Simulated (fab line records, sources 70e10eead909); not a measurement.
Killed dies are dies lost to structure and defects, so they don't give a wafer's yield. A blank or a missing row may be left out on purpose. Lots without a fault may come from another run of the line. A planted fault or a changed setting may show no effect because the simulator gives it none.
fab line records | flow nand_harc
record lots=13 wafers=39 last_day=33
route steps=1302 shown A_M1@1184 A_BONDPAD@1232 THIN_TSV@1273 END@1302
lots that met no fault: from a run of the same line without faults
start_h: hours from the record's first day to the start of the lot's first wafer shown | wait_h: hours since the lot's step before | " the same as in the row above | L1.1+2: a row that stands for several wafers | - no value, or no start given | * or withheld: withheld | < > ~ a bound
route shown NAME@n: a module of which the file shows steps, and the number in the route of the first | usual: mean/standard deviation of fault-free wafers | same: alike in all rows | chamber/n: place in a boat | sites: the reading at each site | _std_site: their standard deviation | _edge_site: outer sites' mean less inner sites' | radius_mm: how far each site lies from the wafer's centre | mask NAME#n: copy n | behind: the tool/chamber that last shaped the wafer | hold: why the lot was held/for how many hours/how that ended | device: the transistor (n, p or np) that didn't switch | end of line: the same wafers' tests at the end of the route | a step without rows: its recipe alone | killed: dies lost to structure and defects at the first sort, not the wafer's yield | map: a wafer's dies, x killed, . not, _ none there
set.NAME: the setting as run; set.NAME@STEP: as run at that earlier step | model.NAME: the simulator's own value behind a step, which no gauge read
steps of the route over a sample of lots; a table a step, a row a wafer
services: from which hour (start_h, from the record's first day; less than 0 if before it) a tool's chamber was out of use, for how many hours, and why
## steps
# step NHARC_A_M1_ETCH_15
# recipe target_depth_a=1825 time_s=91.2 c4f8_flow_sccm=withheld ar_flow_sccm=400 rf_w=600 bias_w=300 chemistry=C4F8/Ar
# usual oes_product_au=0.956/0.023 rf_vpp_V=440.8/1.9
# columns lot.wafer tool chamber start_h wait_h oes_product_au rf_hours_counter_h rf_vpp_V
L332.3 rie_diel-05 0 538.11 - 0.921 6.2 437.4
L332.2 " 1 " " 0.921 6.4 441.4
L332.5 " 0 " " 0.920 - 440.3
L331.1 rie_diel-04 1 548.17 - 0.995 0.1 438.3
L331.5 " 0 " " 0.972 - 440.5
L331.6 " 1 " " 0.991 - 438.0
L334.3 rie_diel-05 2 548.69 - 0.959 8.5 440.4
L334.1 " 3 " " 0.959 8.2 443.2
L334.4 " 0 " " 0.963 7.1 438.6
L335.1 rie_diel-04 1 562.30 - 0.972 0.7 438.1
L335.2 " 2 " " 0.977 0.7 442.5
L335.5 " 2 " " 0.972 - 442.0
L336.1 rie_diel-04 3 590.78 - 0.925 1.3 442.2
L336.2 " 1 " " 0.944 1.4 439.5
L336.5 " 2 " " 0.941 - 442.4
L337.3 rie_diel-04 1 594.90 - 0.929 1.7 439.2
L337.2 " 2 " " 0.936 1.7 444.1
L337.5 " 0 " " 0.923 - 440.1
L341.3 rie_diel-06 2 622.67 - 0.925 7.3 440.4
L341.4 " 1 " " 0.929 7.9 439.8
L341.5 " 3 " " 0.909 - 443.4
L346.4 rie_diel-05 0 669.92 - 0.930 4.0 439.4
L346.3 " 2 " " 0.915 4.3 440.1
L346.5 " 1 " " 0.934 - 442.8
L344.2 rie_diel-06 3 674.09 - 0.940 0.1 443.4
L344.3 " 1 " " 0.975 0.1 441.3
L344.4 " 2 " " 0.964 0.1 441.7
L349.3 rie_diel-05 1 707.35 - 0.956 6.4 442.9
L349.1 " 0 " " 0.992 6.1 438.9
L349.6 " 2 " " 0.956 - 438.1
L350.2 rie_diel-06 1 714.31 - 0.974 3.5 441.2
L350.1 " 3 " " 0.952 2.3 444.5
L350.4 " 0 " " 0.967 3.2 436.5
L352.3 rie_diel-05 3 732.85 - 0.980 7.2 442.5
L352.4 " 0 " " 0.976 8.0 439.9
L352.6 " 3 " " 0.984 - 444.4
L353.3 rie_diel-04 3 752.73 - 0.984 1.3 441.0
L353.4 " 1 " " 0.950 1.5 439.1
L353.5 " 3 " " 0.990 - 439.7
# step NHARC_A_BONDPAD_THK_MEAS_20
# recipe thk_meas_gauge=xrf
# usual thk_nm=169.5/1.5
# columns lot.wafer tool chamber start_h wait_h thk_nm
L332.2 film_metro-01 - 545.24 - 167.5
L332.3 " - " " 168.3
L332.5 " - " " 171.3
L331.1 film_metro-01 - 554.93 - 169.6
L331.5 " - " " 173.0
L331.6 " - " " 169.3
L334.1 film_metro-02 - 555.73 - 172.1
L334.3 " - " " 170.7
L334.4 " - " " 171.0
L335.1 film_metro-01 - 569.14 - 168.8
L335.2 " - " " 170.9
L335.5 " - " " 168.2
L336.1 film_metro-01 - 598.10 - 169.2
L336.2 " - " " 170.8
L336.5 " - " " 168.0
L337.2 film_metro-02 - 601.83 - 170.6
L337.3 " - " " 169.3
L337.5 " - " " 165.1
L341.3 film_metro-01 - 629.47 - 170.8
L341.4 " - " " 169.7
L341.5 " - " " 169.5
L346.3 film_metro-02 - 676.87 - 169.4
L346.4 " - " " 169.3
L346.5 " - " " 170.9
L344.2 film_metro-01 - 680.87 - 167.2
L344.3 " - " " 169.6
L344.4 " - " " 167.2
L349.1 film_metro-02 - 714.14 - 166.9
L349.3 " - " " 168.1
L349.6 " - " " 170.9
L350.1 film_metro-02 - 721.45 - 170.2
L350.2 " - " " 169.6
L350.4 " - " " 171.8
L352.3 film_metro-02 - 739.94 - 168.5
L352.4 " - " " 169.2
L352.6 " - " " 171.0
L353.3 film_metro-02 - 759.91 - 167.8
L353.4 " - " " 169.1
L353.5 " - " " 170.8
# step NHARC_THIN_TSV_PVD_51
# recipe target_thk_a=1000 chamber_pressure_pa=5 material=Cu
# usual throttle_valve_pct=29.8/0.68
# columns lot.wafer tool chamber start_h wait_h throttle_valve_pct
L332.3 pvd_sputter-03 - - - 29.9
L332.2 " - " " 31.2
L332.5 " - " " 29.9
L331.1 pvd_sputter-02 - - - 30.0
L331.6 " - " " 29.2
L331.5 " - " " 29.7
L334.1 pvd_sputter-02 - - - 29.8
L334.4 " - " " 29.2
L334.3 " - " " 29.9
L335.2 pvd_sputter-03 - - - 29.0
L335.1 " - " " 31.0
L335.5 " - " " 28.9
L336.2 pvd_sputter-01 - - - 29.0
L336.1 " - " " 29.5
L336.5 " - " " 29.9
L337.3 pvd_sputter-03 - - - 29.0
L337.2 " - " " 31.0
L337.5 " - " " 30.8
L341.3 pvd_sputter-01 - - - 29.2
L341.4 " - " " 29.6
L341.5 " - " " 29.3
L346.4 pvd_sputter-02 - - - 29.1
L346.3 " - " " 29.3
L346.5 " - " " 29.8
L344.2 pvd_sputter-03 - - - 30.9
L344.4 " - " " 31.0
L344.3 " - " " 29.0
L349.3 pvd_sputter-01 - - - 29.8
L349.1 " - " " 30.1
L349.6 " - " " 29.7
L350.1 pvd_sputter-01 - - - 30.0
L350.4 " - " " 30.1
L350.2 " - " " 29.1
L352.3 pvd_sputter-03 - - - 28.4
L352.4 " - " " 29.2
L352.6 " - " " 30.6
L353.3 pvd_sputter-03 - - - 30.8
L353.4 " - " " 28.9
L353.5 " - " " 30.9
# step NHARC_END_SORT_01
# recipe temp_c=25
# usual defect_limited_yield=92.0/2.4 killed_at_array=50/16 killed_at_other=0.8/1 killed_at_periphery=4/3.1 killed_dies=54/16 killed_open=3.2/2 killed_short=2.5/1.6 sort_bin_2_pct=2.8/1 sort_bin_3_pct=0.6/0.35 sort_bin_4_pct=4.6/1.4 sort_n_pass=623/16 sort_rim_yield_pct=90/4.3 sort_yield_pct=92.0/2.4
# same gross_dies=677 sort_bin_5_pct[%]=0 sort_bin_6_pct[%]=0 sort_bin_7_pct[%]=0 sort_bin_8_pct[%]=0 sort_rim_n_gross=106.00
# columns lot.wafer tool chamber start_h wait_h defect_limited_yield[%] killed_at_array killed_at_other killed_at_periphery killed_dies killed_open killed_short sort_bin_2_pct[%] sort_bin_3_pct[%] sort_bin_4_pct[%] sort_n_pass sort_rim_yield_pct[%] sort_yield_pct[%]
L332.2 prober-02 0 573.24 2.8 91.3 56 2 1 59 0 1 4.0 0.9 3.8 618 91 91.3
L332.3 prober-02 0 574.04 3.1 91.4 57 0 1 58 0 0 3.7 1.0 3.8 619 99 91.4
L332.5 prober-02 0 575.65 3.7 91.1 58 0 2 60 2 3 3.5 0.7 4.6 617 90 91.1
L331.1 prober-01 0 580.69 2.5 95.7 27 0 2 29 6 5 1.8 0.1 2.4 648 97 95.7
L331.5 prober-01 0 583.94 3.7 96.2 25 0 1 26 4 4 1.0 0 2.8 651 96 96.2
L331.6 prober-01 0 584.75 4.1 96.6 19 0 4 23 6 1 0.6 0 2.8 654 92 96.6
L334.1 prober-02 0 588.41 2.5 91.6 54 2 1 57 1 1 3.4 0.4 4.6 620 84 91.6
L334.3 prober-02 0 590.01 3.1 90.4 62 0 3 65 4 2 2.4 0.4 6.8 612 93 90.4
L334.4 prober-02 0 590.81 3.4 91.1 56 3 1 60 2 2 2.8 0.9 5.2 617 81 91.1
L335.1 prober-01 0 597.67 2.5 94.4 35 2 1 38 2 1 2.1 0.6 3.0 639 89 94.4
L335.2 prober-01 0 598.46 2.8 90.3 60 2 4 66 1 1 3.7 0.3 5.8 611 94 90.3
L335.5 prober-01 0 600.80 3.6 93.4 41 1 3 45 3 1 2.4 0.4 3.8 632 88 93.4
L336.1 prober-02 0 625.80 2.5 94.2 39 0 0 39 0 1 1.6 0.1 4.0 638 92 94.2
L336.2 prober-02 0 626.60 2.8 90.3 62 0 4 66 3 8 3.5 0.4 5.8 611 94 90.3
L336.5 prober-02 0 628.99 3.7 94.8 31 1 3 35 2 2 2.1 0 3.1 642 92 94.8
L337.2 prober-01 0 634.34 2.8 91.7 47 1 8 56 4 3 3.0 0.3 5.0 621 98 91.7
L337.3 prober-01 0 635.15 3.1 93.4 41 0 4 45 3 1 2.2 0.3 4.1 632 89 93.4
L337.5 prober-01 0 636.76 3.7 90.1 62 0 5 67 5 1 3.2 0.4 6.2 610 99 90.1
L341.3 prober-02 0 658.41 3.1 92.6 40 0 10 50 5 3 1.8 0.1 5.5 627 90 92.6
L341.4 prober-02 0 659.20 3.4 92.3 44 0 8 52 4 4 2.7 0.3 4.7 625 90 92.3
L341.5 prober-02 0 659.99 3.7 92.0 45 0 9 54 3 4 1.8 0.1 6.1 623 94 92.0
L344.2 prober-01 0 705.65 2.8 92.9 48 0 0 48 1 2 2.4 0.7 4.0 629 88 92.9
L344.3 prober-01 0 706.45 3.1 89.5 67 0 4 71 5 4 4.1 0.9 5.5 606 82 89.5
L344.4 prober-01 0 707.25 3.4 86.1 90 1 3 94 4 4 5.6 1.3 6.9 583 89 86.1
L346.3 prober-02 0 706.41 3.1 89.7 69 1 0 70 1 1 4.3 0.7 5.3 607 93 89.7
L346.4 prober-02 0 707.21 3.4 90.5 61 0 3 64 3 3 2.5 0.6 6.4 613 82 90.5
L346.5 prober-02 0 708.01 3.7 89.8 69 0 0 69 2 0 3.4 1.0 5.8 608 92 89.8
L349.1 prober-01 0 742.07 2.5 91.9 46 2 7 55 2 1 2.1 0.4 5.6 622 94 91.9
L349.3 prober-01 0 743.66 3.1 94.4 32 3 3 38 2 2 1.9 0.4 3.2 639 90 94.4
L349.6 prober-01 0 746.05 4.0 92.8 46 1 2 49 1 1 2.5 0.3 4.4 628 95 92.8
L350.1 prober-01 0 752.65 2.5 75.6 164 1 0 165 0 5 9.3 4.7 10.3 512 83 75.6
L350.2 prober-01 0 753.45 2.8 87.1 84 2 1 87 3 5 4.6 2.1 6.2 590 75 87.1
L350.4 prober-01 0 755.05 3.4 76.2 157 3 1 161 8 1 9.9 5.8 8.1 516 86 76.2
L352.3 prober-01 0 775.23 3.1 92.0 46 2 6 54 5 2 3.8 0.4 3.7 623 91 92.0
L352.4 prober-01 0 776.05 3.4 92.6 45 3 2 50 3 1 2.4 0.4 4.6 627 89 92.6
L352.6 prober-01 0 777.67 4.1 92.0 46 2 6 54 7 5 3.0 0.4 4.6 623 89 92.0
L353.3 prober-02 0 791.64 3.1 87.4 80 1 4 85 2 4 4.1 0.9 7.5 592 84 87.4
L353.4 prober-02 0 792.42 3.3 90.7 59 1 3 63 6 5 2.8 0.9 5.6 614 85 90.7
L353.5 prober-02 0 793.20 3.6 89.8 67 1 1 69 3 3 4.3 1.0 4.9 608 87 89.8
# killed by level:class
L332.2 A_CHANNEL_HOLE_D1:chamber_film_flake=32 A_CHANNEL_HOLE_D2:chamber_film_flake=20 A_CONTACT:chamber_film_flake=2 P_GATE:chamber_film_flake=1 STARTING-WAFER:geometric_particle:short=1 A_DECK1_JOINT:chamber_film_flake=1 A_STAIRCASE:chamber_film_flake=1 THIN_TSV:chamber_film_flake=1
L332.3 A_CHANNEL_HOLE_D2:chamber_film_flake=33 A_CHANNEL_HOLE_D1:chamber_film_flake=21 A_CONTACT:chamber_film_flake=3 P_ZERO_WELL:chamber_film_flake=1
L332.5 A_CHANNEL_HOLE_D1:chamber_film_flake=33 A_CHANNEL_HOLE_D2:chamber_film_flake=21 P_M1:geometric_particle:open=1 A_SOURCE_PLATE:geometric_particle:short=1 A_CHANNEL_FILL_D1:geometric_particle:open=1 A_DECK1_JOINT:geometric_particle:short=1 A_WL_FILL:geometric_particle:short=1 P_ZERO_WELL:chamber_film_flake=1
L331.1 A_CHANNEL_HOLE_D2:chamber_film_flake=6 A_CONTACT:chamber_film_flake=3 A_M1:chamber_film_flake=3 A_M0:geometric_particle:short=2 A_M1:geometric_particle:open=2 A_CHANNEL_HOLE_D1:chamber_film_flake=2 A_ONON_D1:geometric_particle:short=1 A_ONON_D1:geometric_particle:open=1
L331.5 A_CHANNEL_HOLE_D2:chamber_film_flake=9 A_M1:chamber_film_flake=4 A_WL_FILL:geometric_particle:short=2 A_WL_FILL:geometric_particle:open=2 A_CONTACT:chamber_film_flake=2 A_SOURCE_PLATE:geometric_particle:open=1 A_SOURCE_PLATE:geometric_particle:short=1 A_CHANNEL_HOLE_D1:geometric_particle:open=1
L331.6 A_CHANNEL_HOLE_D2:chamber_film_flake=6 A_CONTACT:chamber_film_flake=3 A_M1:chamber_film_flake=3 P_CONTACT:geometric_particle:open=1 P_M1:geometric_particle:open=1 A_CHANNEL_FILL_D1:geometric_particle:open=1 A_ONON_D2:geometric_particle:open=1 A_CHANNEL_FILL_D2:geometric_particle:open=1
L334.1 A_SLIT:chamber_film_flake=21 A_CHANNEL_HOLE_D1:chamber_film_flake=20 A_CHANNEL_HOLE_D2:chamber_film_flake=10 THIN_TSV:chamber_film_flake=2 A_ONON_D1:geometric_particle:short=1 A_M0:geometric_particle:open=1 P_ZERO_WELL:chamber_film_flake=1 A_WL_FILL:chamber_film_flake=1
L334.3 A_CHANNEL_HOLE_D1:chamber_film_flake=32 A_SLIT:chamber_film_flake=20 A_CHANNEL_HOLE_D2:chamber_film_flake=4 A_DECK1_JOINT:chamber_film_flake=2 P_CONTACT:geometric_particle:open=1 P_M0:geometric_particle:open=1 P_M2:geometric_particle:open=1 A_SGD_CUT:geometric_particle:open=1
L334.4 A_CHANNEL_HOLE_D1:chamber_film_flake=23 A_SLIT:chamber_film_flake=23 A_CHANNEL_HOLE_D2:chamber_film_flake=4 A_CONTACT:chamber_film_flake=3 THIN_TSV:chamber_film_flake=3 P_CONTACT:geometric_particle:short=1 A_ONON_D1:geometric_particle:short=1 A_CHANNEL_FILL_D1:geometric_particle:open=1
L335.1 A_CHANNEL_HOLE_D1:chamber_film_flake=20 A_CHANNEL_HOLE_D2:chamber_film_flake=4 A_CHANNEL_FILL_D2:chamber_film_flake=2 A_BONDPAD:chamber_film_flake=2 THIN_TSV:chamber_film_flake=2 A_ONON_D1:geometric_particle:open=1 A_SGD_CUT:geometric_particle:short=1 A_M0:geometric_particle:open=1
L335.2 A_CHANNEL_HOLE_D1:chamber_film_flake=37 A_CHANNEL_HOLE_D2:chamber_film_flake=7 A_DECK1_JOINT:chamber_film_flake=4 A_CONTACT:chamber_film_flake=3 P_STI:chamber_film_flake=2 A_BONDPAD:chamber_film_flake=2 A_CHANNEL_FILL_D1:chamber_film_flake=2 THIN_TSV:chamber_film_flake=2
L335.5 A_CHANNEL_HOLE_D1:chamber_film_flake=19 A_CHANNEL_HOLE_D2:chamber_film_flake=6 A_CHANNEL_FILL_D2:chamber_film_flake=3 A_STAIRCASE:chamber_film_flake=3 P_ZERO_WELL:chamber_film_flake=2 A_CONTACT:chamber_film_flake=2 A_BONDPAD:chamber_film_flake=2 P_M0:geometric_particle:open=1
L336.1 A_CHANNEL_HOLE_D1:chamber_film_flake=19 A_CHANNEL_HOLE_D2:chamber_film_flake=8 A_STAIRCASE:chamber_film_flake=4 A_CHANNEL_FILL_D1:chamber_film_flake=2 A_M1:geometric_particle:short=1 A_CHANNEL_FILL_D2:chamber_film_flake=1 A_SGD_CUT:chamber_film_flake=1 A_SLIT:chamber_film_flake=1
L336.2 A_CHANNEL_HOLE_D1:chamber_film_flake=28 A_CHANNEL_HOLE_D2:chamber_film_flake=11 A_CONTACT:chamber_film_flake=5 P_M0:geometric_particle:short=2 A_M0:geometric_particle:short=2 A_CHANNEL_FILL_D1:chamber_film_flake=2 A_DECK1_JOINT:chamber_film_flake=2 A_WL_FILL:chamber_film_flake=2
L336.5 A_CHANNEL_HOLE_D1:chamber_film_flake=17 A_CHANNEL_HOLE_D2:chamber_film_flake=4 A_DECK1_JOINT:chamber_film_flake=2 A_CHANNEL_FILL_D2:chamber_film_flake=2 A_STAIRCASE:chamber_film_flake=2 P_CONTACT:geometric_particle:short=1 P_CONTACT:geometric_particle:open=1 P_M0:geometric_particle:open=1
L337.2 A_CHANNEL_HOLE_D2:chamber_film_flake=27 P_CONTACT:chamber_film_flake=7 A_CHANNEL_HOLE_D1:chamber_film_flake=3 A_STAIRCASE:chamber_film_flake=3 A_CONTACT:chamber_film_flake=3 A_DECK1_JOINT:chamber_film_flake=2 A_CHANNEL_HOLE_D1:geometric_particle:short=1 A_DECK1_JOINT:geometric_particle:short=1
L337.3 A_CHANNEL_HOLE_D2:chamber_film_flake=20 P_CONTACT:chamber_film_flake=4 A_CHANNEL_HOLE_D1:chamber_film_flake=4 A_DECK1_JOINT:chamber_film_flake=4 A_CHANNEL_FILL_D2:chamber_film_flake=3 A_STAIRCASE:chamber_film_flake=3 A_DECK1_JOINT:geometric_particle:open=1 A_ONON_D2:geometric_particle:open=1
L337.5 A_CHANNEL_HOLE_D2:chamber_film_flake=38 A_CHANNEL_FILL_D2:chamber_film_flake=5 A_CONTACT:chamber_film_flake=5 A_STAIRCASE:chamber_film_flake=4 A_CHANNEL_HOLE_D1:chamber_film_flake=3 P_CONTACT:geometric_particle:open=2 P_CONTACT:chamber_film_flake=2 A_DECK1_JOINT:geometric_particle:open=1
L341.3 A_CHANNEL_HOLE_D2:chamber_film_flake=14 A_STAIRCASE:chamber_film_flake=8 P_M2:chamber_film_flake=6 A_CONTACT:chamber_film_flake=4 A_CHANNEL_HOLE_D1:chamber_film_flake=3 A_M0:geometric_particle:open=2 P_CONTACT:chamber_film_flake=2 A_SLIT:chamber_film_flake=2
L341.4 A_CHANNEL_HOLE_D2:chamber_film_flake=10 A_STAIRCASE:chamber_film_flake=9 A_CONTACT:chamber_film_flake=9 P_M2:chamber_film_flake=6 A_CHANNEL_HOLE_D1:chamber_film_flake=4 A_SLIT:chamber_film_flake=3 P_M0:geometric_particle:open=1 A_CHANNEL_FILL_D1:geometric_particle:short=1
L341.5 A_CHANNEL_HOLE_D2:chamber_film_flake=11 A_CONTACT:chamber_film_flake=10 P_CONTACT:chamber_film_flake=6 A_CHANNEL_HOLE_D1:chamber_film_flake=6 A_STAIRCASE:chamber_film_flake=6 A_M0:chamber_film_flake=6 P_GATE:geometric_particle:short=2 A_ONON_D1:geometric_particle:open=1
L344.2 A_SLIT:chamber_film_flake=19 A_CHANNEL_HOLE_D2:chamber_film_flake=10 A_CHANNEL_HOLE_D1:chamber_film_flake=10 A_STAIRCASE:chamber_film_flake=3 A_DECK1_JOINT:geometric_particle:short=1 A_SGD_CUT:geometric_particle:short=1 A_M0:geometric_particle:open=1 A_ZERO_WELL:chamber_film_flake=1
L346.3 A_SLIT:chamber_film_flake=34 A_CHANNEL_HOLE_D1:chamber_film_flake=31 A_CHANNEL_HOLE_D2:geometric_particle:short=1 A_WL_FILL:geometric_particle:open=1 THIN_TSV:chamber_film_flake=1 A_CONTACT:chamber_film_flake=1 A_DECK1_JOINT:chamber_film_flake=1
L344.3 A_SLIT:chamber_film_flake=19 A_CHANNEL_HOLE_D2:chamber_film_flake=16 A_CHANNEL_HOLE_D1:chamber_film_flake=14 A_STAIRCASE:chamber_film_flake=4 A_CONTACT:chamber_film_flake=3 P_CONTACT:geometric_particle:open=2 A_M1:chamber_film_flake=2 A_ONON_D1:geometric_particle:short=1
L346.4 A_SLIT:chamber_film_flake=27 A_CHANNEL_HOLE_D1:chamber_film_flake=23 A_CONTACT:chamber_film_flake=4 A_ONON_D2:geometric_particle:short=2 A_BLC:geometric_particle:open=2 A_STAIRCASE:chamber_film_flake=2 P_M1:geometric_particle:open=1 A_DECK1_JOINT:geometric_particle:short=1
L344.4 A_CHANNEL_HOLE_D2:chamber_film_flake=28 A_CHANNEL_HOLE_D1:chamber_film_flake=27 A_SLIT:chamber_film_flake=23 A_M1:chamber_film_flake=3 A_M0:geometric_particle:open=2 P_GATE:geometric_particle:open=1 P_M0:geometric_particle:short=1 A_ONON_D1:geometric_particle:open=1
L346.5 A_SLIT:chamber_film_flake=33 A_CHANNEL_HOLE_D1:chamber_film_flake=31 A_CONTACT:chamber_film_flake=2 A_ONON_D1:geometric_particle:open=1 A_SGD_CUT:geometric_particle:open=1 A_STAIRCASE:chamber_film_flake=1
L349.1 A_CHANNEL_HOLE_D1:chamber_film_flake=35 A_SLIT:chamber_film_flake=3 P_GATE:chamber_film_flake=2 P_M1:chamber_film_flake=2 A_ZERO_WELL:chamber_film_flake=2 A_CHANNEL_FILL_D1:chamber_film_flake=2 A_CONTACT:chamber_film_flake=2 THIN_TSV:chamber_film_flake=2
L349.3 A_CHANNEL_HOLE_D1:chamber_film_flake=19 A_SLIT:chamber_film_flake=4 THIN_TSV:chamber_film_flake=3 P_M1:geometric_particle:open=1 A_ONON_D1:geometric_particle:short=1 A_ONON_D1:geometric_particle:open=1 A_ONON_D2:geometric_particle:short=1 P_GATE:chamber_film_flake=1
L349.6 A_CHANNEL_HOLE_D1:chamber_film_flake=36 A_SLIT:chamber_film_flake=4 A_CONTACT:chamber_film_flake=2 P_CONTACT:geometric_particle:open=1 A_ONON_D1:geometric_particle:short=1 P_GATE:chamber_film_flake=1 A_CHANNEL_FILL_D1:chamber_film_flake=1 A_DECK1_JOINT:chamber_film_flake=1
L350.1 A_M1:unspecified=96 A_SLIT:chamber_film_flake=25 A_CHANNEL_HOLE_D2:chamber_film_flake=19 A_CHANNEL_HOLE_D1:chamber_film_flake=9 A_CONTACT:chamber_film_flake=5 A_SGD_CUT:chamber_film_flake=2 A_ONON_D1:geometric_particle:short=1 A_CHANNEL_FILL_D1:geometric_particle:short=1
L350.2 A_M1:unspecified=28 A_CHANNEL_HOLE_D2:chamber_film_flake=20 A_SLIT:chamber_film_flake=20 A_CHANNEL_HOLE_D1:chamber_film_flake=3 A_CONTACT:chamber_film_flake=3 A_CHANNEL_FILL_D1:geometric_particle:open=2 THIN_TSV:chamber_film_flake=2 A_ONON_D1:geometric_particle:short=1
L350.4 A_M1:unspecified=102 A_SLIT:chamber_film_flake=27 A_CHANNEL_HOLE_D2:chamber_film_flake=7 A_CONTACT:chamber_film_flake=6 A_CHANNEL_HOLE_D1:chamber_film_flake=5 THIN_TSV:chamber_film_flake=3 A_CHANNEL_HOLE_D1:geometric_particle:open=2 A_BLC:geometric_particle:open=2
L352.3 A_CHANNEL_HOLE_D2:chamber_film_flake=28 A_SLIT:chamber_film_flake=4 A_CONTACT:chamber_film_flake=4 P_GATE:chamber_film_flake=3 P_M1:chamber_film_flake=2 A_CHANNEL_FILL_D1:geometric_particle:short=2 A_CHANNEL_FILL_D2:geometric_particle:open=2 A_M0:geometric_particle:open=2
L352.4 A_CHANNEL_HOLE_D2:chamber_film_flake=20 A_CONTACT:chamber_film_flake=6 A_CHANNEL_FILL_D1:chamber_film_flake=5 A_SLIT:chamber_film_flake=5 THIN_TSV:chamber_film_flake=3 A_STAIRCASE:chamber_film_flake=2 A_CHANNEL_HOLE_D1:geometric_particle:open=1 A_CHANNEL_FILL_D1:geometric_particle:short=1
L352.6 A_CHANNEL_HOLE_D2:chamber_film_flake=24 A_SLIT:chamber_film_flake=5 A_CHANNEL_FILL_D2:chamber_film_flake=3 P_M0:geometric_particle:open=2 A_CHANNEL_FILL_D1:geometric_particle:short=2 P_GATE:chamber_film_flake=2 A_CHANNEL_FILL_D1:chamber_film_flake=2 A_CONTACT:chamber_film_flake=2
L353.3 A_CHANNEL_HOLE_D2:chamber_film_flake=23 A_CHANNEL_HOLE_D1:chamber_film_flake=17 A_SLIT:chamber_film_flake=16 A_CONTACT:chamber_film_flake=9 A_STAIRCASE:chamber_film_flake=4 A_CHANNEL_FILL_D2:chamber_film_flake=3 A_WL_FILL:chamber_film_flake=3 P_CONTACT:geometric_particle:short=2
L353.4 A_CHANNEL_HOLE_D2:chamber_film_flake=25 A_CHANNEL_HOLE_D1:chamber_film_flake=13 A_SLIT:chamber_film_flake=5 A_CONTACT:chamber_film_flake=3 P_GATE:geometric_particle:short=2 A_CHANNEL_FILL_D1:geometric_particle:open=2 A_STAIRCASE:chamber_film_flake=2 A_WL_FILL:chamber_film_flake=2
L353.5 A_CHANNEL_HOLE_D2:chamber_film_flake=27 A_CHANNEL_HOLE_D1:chamber_film_flake=15 A_SLIT:chamber_film_flake=8 A_CONTACT:chamber_film_flake=7 A_STAIRCASE:chamber_film_flake=3 A_CHANNEL_FILL_D2:chamber_film_flake=2 P_M1:geometric_particle:short=1 A_CHANNEL_FILL_D1:geometric_particle:open=1
## services
# columns tool chamber start_h hours kind
pvd_sputter-03 - 526.00 10.0 pm
rie_diel-04 - 531.91 9.0 pm
pvd_sputter-01 - 550.87 30.4 repair
rie_diel-04 0 553.78 13.7 repair
rie_diel-05 0 563.84 6.4 repair
pvd_sputter-03 - 577.88 4.2 repair
pvd_sputter-01 - 582.36 10.0 pm
rie_diel-05 - 583.60 9.0 pm
rie_diel-05 3 612.53 12.3 repair
rie_diel-04 - 613.56 0.2 repair
pvd_sputter-02 - 613.74 2.8 repair
pvd_sputter-03 - 637.09 2.3 repair
pvd_sputter-02 - 638.00 10.0 pm
rie_diel-04 - 660.59 2.2 repair
rie_diel-06 - 661.22 9.0 pm
rie_diel-05 2 683.32 4.4 repair
pvd_sputter-03 - 704.00 10.0 pm
rie_diel-04 - 708.91 9.0 pm
rie_diel-04 0 725.34 12.1 repair
rie_diel-05 3 738.50 9.1 repair
pvd_sputter-01 - 760.36 10.0 pm
rie_diel-05 1 760.52 2.9 repair
rie_diel-05 - 760.60 9.0 pm
rie_diel-04 - 772.77 0.6 repair
## key
first_sign step=NHARC_END_SORT_01 reading=killed_at_array direction=up sigmas=5.4 usual=50 struck=135 wafers_moved=2
effect step=NHARC_END_SORT_01 reading=defect_limited_yield direction=down sigmas=5.1 usual=92.0 struck=79.7 wafers_moved=2
more_kills_born_at NHARC_A_M1_ETCH_15@rie_diel-06=226
met_at NHARC_A_M1_ETCH_15
struck_lots L350
not_acting_at NHARC_A_BONDPAD_THK_MEAS_20,NHARC_THIN_TSV_PVD_51
onset_between 674.09 714.31
fault kind=chamber_particle_source tool=rie_diel-06 chamber=- onset_h=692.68 steps=NHARC_A_M1_ETCH_15 rate_per_visit_cm2=1.2008 end_h=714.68
